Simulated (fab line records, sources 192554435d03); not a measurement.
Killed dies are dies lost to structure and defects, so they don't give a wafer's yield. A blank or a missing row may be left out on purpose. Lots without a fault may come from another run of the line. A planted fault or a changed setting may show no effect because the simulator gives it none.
One fault seen from 3 desks | flow n5_finfet | each desk has only its own numbers; what lay behind them comes last

THE DEFECT DESK
What the inspections along the route counted, lot by lot: means of the sampled wafers that have a number. A lot is out of limits, marked OUT, if its mean lies more than 4 standard deviations from the usual mean; the brackets give that distance.
Columns: A = raw_defect_count at N5_BEOL_M7_INSPECT_30, usual 413
lot  | first seen here | A
L620 | day 9 13:59     | 478
L621 | day 10 09:11    | 400
L624 | day 11 10:46    | 458
L629 | day 12 11:45    | 361
L631 | day 13 00:01    | 424
L633 | day 13 18:18    | 339
L636 | day 14 01:16    | 410
L635 | day 15 03:09    | 328
L639 | day 16 09:05    | 369
L640 | day 16 09:08    | 411
L641 | day 16 09:19    | 407
This desk's finding: nothing out of limits on any of the 11 lots.

THE METROLOGY DESK
What the gauges read, lot by lot, whatever tool the lot ran on: means of the sampled wafers that have a number. A lot is out of limits, marked OUT, if its mean lies more than 4 standard deviations from the usual mean; the brackets give that distance.
Columns: A = M7_OVL at N5_BEOL_M7_OVL_MEAS_12, usual -0.5 nm; B = V6_OVL at N5_BEOL_M7_OVL_MEAS_29, usual 0.3 nm
lot  | first seen here | A    | B
L620 | day 9 11:00     | -1.0 | 0.5
L621 | day 10 04:10    | -1.2 | 0.5
L624 | day 11 08:07    | -1.1 | 1.2
L629 | day 12 08:10    | -0.7 | 0.5
L631 | day 12 21:46    | -1.0 | -0.7
L633 | day 13 16:32    | -1.1 | 0.9
L636 | day 13 22:47    | -1.0 | 0.1
L635 | day 14 22:54    | -0.7 | 0.0
L640 | day 16 05:32    | -0.4 | 0.1
L639 | day 16 05:49    | -0.5 | 0.0
L641 | day 16 06:35    | -1.1 | 1.0
This desk's finding: nothing out of limits on any of the 11 lots.

THE TOOL OWNER'S DESK: rie_diel-03
The tool's own readings at N5_BEOL_M7_ETCH_62 (etches SOC in N2/H2, target depth 110 nm, overetch 22 nm, time 165 s): means of the sampled wafers that have a number, for each lot that ran on this tool. A lot is out of limits, marked OUT, if its mean lies more than 4 standard deviations from the usual mean; the brackets give that distance.
Columns: A = drypump_motor_current_A at N5_BEOL_M7_ETCH_62, usual 5.60 A; B = n2_flow_sccm at N5_BEOL_M7_ETCH_62, usual 200.0 sccm; C = oes_product_au at N5_BEOL_M7_ETCH_62, usual 0.64 a.u.; D = rf_fwd_power_W at N5_BEOL_M7_ETCH_62, usual 837.9 W; E = rf_vpp_V at N5_BEOL_M7_ETCH_62, usual 524.4 V; F = showerhead_plenum_p_Torr at N5_BEOL_M7_ETCH_62, usual 2.56 Torr; G = throttle_valve_pct at N5_BEOL_M7_ETCH_62, usual 18.06 %
lot  | first seen here | A    | B     | C    | D               | E                | F    | G
L629 | day 12 08:40    | 5.58 | 199.7 | 0.67 | 835.8           | 524.4            | 2.57 | 18.09
L631 | day 12 21:56    | 5.60 | 199.5 | 0.66 | 904.4 (+27) OUT | 512.3 (-5.1) OUT | 2.57 | 18.09
L633 | day 13 16:43    | 5.41 | 199.7 | 0.61 | 905.0 (+27) OUT | 512.0 (-5.2) OUT | 2.51 | 18.16
L640 | day 16 06:37    | 5.61 | 200.2 | 0.64 | 838.4           | 525.2            | 2.57 | 18.14
This desk's finding: out of limits on L631, L633; first on L631, day 12 21:56 (rf_fwd_power_W at N5_BEOL_M7_ETCH_62). In limits: L629, L640.

PUT TOGETHER
The tool owner's desk could have raised an alarm at day 12 21:56, on L631, L633.
The defect desk saw nothing out of limits.
The metrology desk saw nothing out of limits.
The defect desk has L631, L633 on record, within its limits.
The metrology desk has L631, L633 on record, within its limits.
Of the lots named, all ran N5_BEOL_M7_ETCH_62 on rie_diel-03.

WHAT THE SIMULATOR HAD PUT IN
Process parameter drift: rie_diel-03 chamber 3, from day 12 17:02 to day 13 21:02, at N5_BEOL_M7_ETCH_62. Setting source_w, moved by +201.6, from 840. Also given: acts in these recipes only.
Lots struck among those shown: L631, L633.
Hours from the fault's start to each desk's first reading out of limits: the tool owner's desk, 5.
